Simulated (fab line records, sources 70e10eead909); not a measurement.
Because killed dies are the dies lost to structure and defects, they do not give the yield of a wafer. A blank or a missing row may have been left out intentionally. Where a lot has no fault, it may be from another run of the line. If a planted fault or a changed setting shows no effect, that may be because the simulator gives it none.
The tool behind it: which one? / flow nand_harc / 15 lots with 45 wafers sampled at 3 steps, on a route of 1159 steps

WHAT THE GAUGES READ, wafer by wafer
NHARC_A_BONDPAD_THK_MEAS_20: measures by xrf. Usual: thk_nm at 168.8 nm, with a standard deviation of 1.6.
lot=L180; measured=day 18 12:52; on=film_metro-01; thk_nm (nm)=167.1 168.1 167.4; flag=
lot=L181; measured=day 18 15:50; on=film_metro-01; thk_nm (nm)=170.2 168.1 171.2; flag=
lot=L182; measured=day 18 18:40; on=film_metro-01; thk_nm (nm)=169.7 169.0 170.1; flag=
lot=L185; measured=day 19 12:55; on=film_metro-02; thk_nm (nm)=168.9 166.8 169.6; flag=
lot=L184; measured=day 19 16:20; on=film_metro-02; thk_nm (nm)=167.2 167.9 169.5; flag=
lot=L186; measured=day 19 17:20; on=film_metro-02; thk_nm (nm)=168.4 169.7 171.3; flag=
lot=L188; measured=day 20 15:42; on=film_metro-02; thk_nm (nm)=168.3 168.4 170.6; flag=
lot=L191; measured=day 21 06:57; on=film_metro-02; thk_nm (nm)=168.8 167.0 168.6; flag=
lot=L189; measured=day 21 10:25; on=film_metro-01; thk_nm (nm)=170.3 169.7 168.1; flag=
lot=L196; measured=day 22 18:46; on=film_metro-02; thk_nm (nm)=169.4 167.3 166.2; flag=
lot=L195; measured=day 22 19:20; on=film_metro-02; thk_nm (nm)=167.5 170.6 169.8; flag=
lot=L194; measured=day 22 21:53; on=film_metro-01; thk_nm (nm)=167.5 166.3 165.7; flag=
lot=L200; measured=day 23 03:53; on=film_metro-02; thk_nm (nm)=168.5 171.1 169.6; flag=
lot=L203; measured=day 23 14:46; on=film_metro-01; thk_nm (nm)=168.3 168.5 169.1; flag=
lot=L202; measured=day 23 18:37; on=film_metro-01; thk_nm (nm)=170.2 172.0 169.5; flag=

NHARC_HYBRID_BOND_OVL_MEAS_05. Usual: overlay_x_nm 6 nm, standard deviation 34; overlay_y_nm 3 nm, standard deviation 32.
lot=L180; measured=day 19 01:04; on=overlay-02; overlay_x_nm (nm)=45 42 -16; overlay_y_nm (nm)=46 -38 -17; flag=
lot=L181; measured=day 19 01:04; on=overlay-01; overlay_x_nm (nm)=16 7 -21; overlay_y_nm (nm)=0 -61 27; flag=
lot=L182; measured=day 19 05:25; on=overlay-01; overlay_x_nm (nm)=12 73 -7; overlay_y_nm (nm)=-38 13 7; flag=
lot=L185; measured=day 19 23:47; on=overlay-01; overlay_x_nm (nm)=-66 18 32; overlay_y_nm (nm)=41 44 -37; flag=
lot=L184; measured=day 19 23:47; on=overlay-02; overlay_x_nm (nm)=-12 7 -17; overlay_y_nm (nm)=-33 3 -10; flag=
lot=L186; measured=day 19 23:48; on=overlay-02; overlay_x_nm (nm)=62 6 64; overlay_y_nm (nm)=32 -17 -4; flag=
lot=L188; measured=day 21 04:40; on=overlay-01; overlay_x_nm (nm)=-14 -54 -34; overlay_y_nm (nm)=-60 32 21; flag=
lot=L191; measured=day 21 17:02; on=overlay-01; overlay_x_nm (nm)=-8 -5 -13; overlay_y_nm (nm)=17 18 13; flag=
lot=L189; measured=day 21 17:02; on=overlay-02; overlay_x_nm (nm)=58 -9 -5; overlay_y_nm (nm)=25 -1 12; flag=
lot=L196; measured=day 23 03:49; on=overlay-01; overlay_x_nm (nm)=-20 -84 -51; overlay_y_nm (nm)=6 -39 -8; flag=
lot=L195; measured=day 23 03:49; on=overlay-02; overlay_x_nm (nm)=29 -11 -13; overlay_y_nm (nm)=-73 38 44; flag=
lot=L194; measured=day 23 08:10; on=overlay-02; overlay_x_nm (nm)=-7 -25 -23; overlay_y_nm (nm)=34 -26 0; flag=
lot=L200; measured=day 23 13:51; on=overlay-01; overlay_x_nm (nm)=-39 44 1; overlay_y_nm (nm)=-46 -13 15; flag=
lot=L203; measured=day 24 00:52; on=overlay-02; overlay_x_nm (nm)=3 -13 45; overlay_y_nm (nm)=4 -23 -15; flag=
lot=L202; measured=day 24 06:44; on=overlay-01; overlay_x_nm (nm)=60 17 34; overlay_y_nm (nm)=50 -38 15; flag=

NHARC_HYBRID_BOND_INSPECT_06: inspects for defects (ir void). Usual: raw_defect_count at 37, with a standard deviation of 16.
lot=L180; measured=day 19 01:07; on=defect_inspect-01; raw_defect_count=34 33 30; flag=
lot=L181; measured=day 19 01:08; on=defect_inspect-02; raw_defect_count=23 22 23; flag=
lot=L182; measured=day 19 05:28; on=defect_inspect-01; raw_defect_count=9 18 9; flag=
lot=L185; measured=day 19 23:50; on=defect_inspect-01; raw_defect_count=37 36 31; flag=
lot=L184; measured=day 19 23:50; on=defect_inspect-02; raw_defect_count=27 30 23; flag=
lot=L186; measured=day 19 23:52; on=defect_inspect-02; raw_defect_count=27 32 36; flag=
lot=L188; measured=day 21 04:43; on=defect_inspect-02; raw_defect_count=38 43 37; flag=
lot=L191; measured=day 21 17:05; on=defect_inspect-02; raw_defect_count=39 39 49; flag=
lot=L189; measured=day 21 17:05; on=defect_inspect-01; raw_defect_count=51 47 40; flag=
lot=L196; measured=day 23 03:53; on=defect_inspect-01; raw_defect_count=44 41 43; flag=
lot=L195; measured=day 23 03:52; on=defect_inspect-02; raw_defect_count=43 39 34; flag=
lot=L194; measured=day 23 08:13; on=defect_inspect-01; raw_defect_count=41 34 36; flag=
lot=L200; measured=day 23 13:54; on=defect_inspect-01; raw_defect_count=30 16 31; flag=
lot=L203; measured=day 24 00:55; on=defect_inspect-01; raw_defect_count=17 25 15; flag=
lot=L202; measured=day 24 06:47; on=defect_inspect-02; raw_defect_count=46 43 52; flag=

TOOL THAT RAN EACH LOT (tool first, then ch and the chambers of the sampled wafers, then the start)
No process step before these readings appears in the record.

WHAT THE TOOLS THEMSELVES READ (means of the sampled wafers that have a number; where no wafer has one, the mark that the record gives instead)
The record holds no such reading with a usual standard deviation.

THE ANSWER, worked out from the rows above alone
Rule: a lot is off if the mean of its wafers that have a number lies more than 3 standard deviations from the usual mean. A lot without any number at a reading at which 4 lots or more have one is off too. Any other lot the step has rows for is counted as sound. The gauges are gone through in route order, then the tools' own readings, and for those a lot's mean is taken as printed above. The first step at which some lot is off is used, and at that step the reading that is off furthest; a lot without a number counts as furthest.
No lot is off at any reading shown: from this, nothing can be told.

WHAT THE SIMULATOR PUT IN
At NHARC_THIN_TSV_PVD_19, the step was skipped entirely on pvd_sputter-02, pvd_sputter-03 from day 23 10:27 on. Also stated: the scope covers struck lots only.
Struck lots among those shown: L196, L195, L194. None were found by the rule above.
